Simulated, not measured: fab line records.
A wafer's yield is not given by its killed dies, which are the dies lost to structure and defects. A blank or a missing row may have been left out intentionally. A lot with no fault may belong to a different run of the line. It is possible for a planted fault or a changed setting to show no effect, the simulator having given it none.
A struck lot beside a sound one :: flow n5_finfet :: 16 out of 1938 route steps
Sound: wafers L241.1, L241.2, L241.3. Struck: wafer L256.6; the same lot's L256.5 was not struck, so it is left out; see the end for the cause.
Per side, at each step with rows, come the tool, then ch with its chambers, and then its first start. Under that, the readings that differ: sound wafers :: struck wafers :: difference of the means :: sigmas: that difference in standard deviations of wafers without a fault.
alike: a reading whose means differ by less than 2 such deviations, as well as words and numbers matching on both sides. not compared: withheld readings; readings where some wafer has no value; bounds like >300 that might hide an equal value; numbers whose values overlap and for which the record gives no deviation.
Wherever a step has rows on one side only, a row that says differs or no value, or a row with sigmas, the two part there. Non-overlapping numbers with no deviation appear without sigmas and do not part them. A reading missing from all wafers of one side parts the sides only when that side holds two or more wafers.

N5_BEOL_M3_SPUTTER_92: material Cu, target thk 4.5 nm, time 8.29 s.
  sound on pvd_sputter-02 at day 7 17:39; struck on pvd_sputter-03 at day 11 18:18
  alike: chuck_sensor_temp_C, throttle_valve_pct
N5_BEOL_M3_ANNEAL_93: time 240 s.
  sound on pvd_sputter-02 at day 7 17:44; struck on pvd_sputter-03 at day 11 18:25
  alike: heater_power_w
N5_BEOL_M3_SPUTTER_94: material Cu, target thk 4.5 nm, time 8.29 s.
  sound on pvd_sputter-02 at day 7 17:52; struck on pvd_sputter-03 at day 11 18:31
  alike: chuck_sensor_temp_C, throttle_valve_pct
N5_BEOL_M3_ANNEAL_95: time 240 s.
  sound on pvd_sputter-02 at day 7 17:57; struck on pvd_sputter-03 at day 11 18:38
  alike: heater_power_w
then, 3 steps without rows for these wafers: N5_BEOL_M3_SPUTTER_96 (material Cu, target thk 4.5 nm, time 8.29 s); N5_BEOL_M3_ECD_50 (material Cu, target thk 300 nm); N5_BEOL_M3_ANNEAL_51 (time 90 s).
N5_BEOL_M3_CMP_52: polishes, stops on SiOC, t overpolish 6.8 s, target thk 40 nm.
  sound on cmp-04 ch 1,2,3, day 7 18:35; struck on cmp-01 ch 2, day 11 19:20
  alike: barrier_field_endpoint_s, clearing_platen_rpm, edge_zone_pressure_frac, motor_current_A, overpolish_run_s, platen_rpm, time_to_endpoint_s
N5_BEOL_M3_THK_MEAS_53: measures by xrf.
  sound on film_metro-02 at day 7 18:52; struck on film_metro-02 at day 11 19:29
reading: M3_THK (nm)
sound: 38.9 40.0 36.8
struck: 42.1
difference: +3.5
sigmas: +3
then, 3 steps without rows for these wafers: N5_BEOL_M3_PRE_CLEAN_60 (time 15 s); N5_BEOL_M3_CO_CAP_55 (material Co, precursor CCTBA/H2, target thk 2 nm, time 102.1 s); N5_BEOL_M3_PRE_CLEAN_56 (time 15 s).
N5_BEOL_M3_DEP_57: deposits SiCN from 3MS/NH3, target thk 8 nm, time 14 s.
  sound on pecvd-02 ch 0,1, day 7 19:16; struck on pecvd-03 ch 2, day 11 19:42
reading: showerhead_plenum_p_Torr (Torr)
sound: 3.642 3.658 3.674
struck: 3.680
difference: +0.022
sigmas: +2

reading: model.SiCN_of_BEOL_M3_DEP_57.thk_nm (nm)
sound: 7.6 7.6 7.8
struck: 10.2
difference: +2.5
sigmas: 
  alike: throttle_valve_pct
N5_BEOL_M3_RS_MEAS_58: the measuring method here is four-point-probe.
  sound on film_metro-01 at day 7 19:20; struck on film_metro-02 at day 11 19:45
reading: M3_RS (ohm/sq)
sound: 0.68 0.66 0.73
struck: 0.62
difference: -0.07
sigmas: -2
N5_BEOL_M4_RC_MEAS_101:
  sound on prober-01 ch 0, day 8 09:07; struck on prober-01 ch 0, day 12 08:13
reading: DIBL_N (mV/V)
sound: 36.4 33.9 37.6
struck: 31.8
difference: -4.2
sigmas: -2

reading: IOFF_P (nA/um)
sound: 0.24 0.22 0.27
struck: 0.16
difference: -0.08
sigmas: -2

reading: SS_P (mV/dec)
sound: 73.7 72.8 74.2
struck: 71.7
difference: -1.9
sigmas: -3

reading: VT_P (mV)
sound: -248 -249 -247
struck: -255
difference: -7
sigmas: -2
  alike: DIBL_P, IOFF_N, ION_N, ION_P, SS_N, VT_N
-- the record jumps here: 4 days lie between the struck wafers' starts before and after (it left off in module BEOL_M4 and takes up again in module PASSIVATION, whose first step shown is number 1936 of the route) --
N5_PASSIVATION_PROBE_49:
  rows exist in the record for the struck wafers here (prober-02, day 16 18:18), but not for the sound ones

## WHERE THEY PART
At N5_BEOL_M3_THK_MEAS_53 first; at N5_PASSIVATION_PROBE_49 last (within this record only).

WHY: what the simulator had put in
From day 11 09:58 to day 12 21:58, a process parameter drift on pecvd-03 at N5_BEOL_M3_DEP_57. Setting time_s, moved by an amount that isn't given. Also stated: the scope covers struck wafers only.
